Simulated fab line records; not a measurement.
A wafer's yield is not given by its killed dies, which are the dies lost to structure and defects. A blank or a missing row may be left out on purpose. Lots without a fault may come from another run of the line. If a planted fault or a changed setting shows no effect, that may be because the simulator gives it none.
Chamber matching + flow n5 finfet + N5_BEOL_M10_CURE_72 on uv cure-01 has 3 sister chambers
The step cures SiCOH lowk, time 120 s. 6 wafers are shown with their chamber, then 7 later ones without.

WAFERS, EACH WITH ITS CHAMBER
| wafer  | chamber | wafer_temp_C_max | lamp power pct (%) |
|--------|---------|------------------|--------------------|
| L931.4 | 0       | 371.6            | 52.39              |
| L931.6 | 0       | 371.9            | 52.32              |
| L939.5 | 2       | 371.1            | 52.37              |
| L939.6 | 2       | 371.3            | 52.28              |
| L943.2 | 1       | 372.1            | 52.38              |
| L943.4 | 1       | 372.4            | 52.31              |

WAFERS WITHOUT THEIR CHAMBER
| wafer  | wafer_temp_C_max | lamp power pct (%) |
|--------|------------------|--------------------|
| L943.5 | 371.9            | 52.32              |
| L948.1 | 371.7            | 52.26              |
| L948.2 | 372.3            | 52.40              |
| L948.5 | 372.1            | 52.32              |
| L950.1 | 371.5            | 52.25              |
| L950.4 | 371.3            | 52.27              |
| L950.5 | 371.5            | 52.31              |

EACH ONE'S CHAMBER
| wafer  | from the rows above          | in truth |
|--------|------------------------------|----------|
| L943.5 | can't be placed: 0 or 1      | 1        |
| L948.1 | can't be placed: 0 or 2 or 1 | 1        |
| L948.2 | can't be placed: 1 or 0      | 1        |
| L948.5 | can't be placed: 1 or 0      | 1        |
| L950.1 | can't be placed: 2 or 0      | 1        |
| L950.4 | can't be placed: 2 or 0      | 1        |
| L950.5 | can't be placed: 0 or 2      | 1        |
Correct placement for 0 of the 7. Can't be placed from these rows: 7 (the true chamber is among the candidates in 4). Number placed wrongly: 0.
How it was worked out, from the rows above alone: a wafer's distance from a chamber is the root of the sum, over the readings, of the square of ((its reading less the chamber's mean) divided by the reading's scatter). The wafer belongs to the nearest chamber; if the next one is less than 2 further off, it can't be placed. A chamber's mean is the mean of its shown wafers. The scatter: take each reading less its chamber's mean, square it, sum over the shown wafers, divide by the number of wafers less the number of chambers, and take the root.
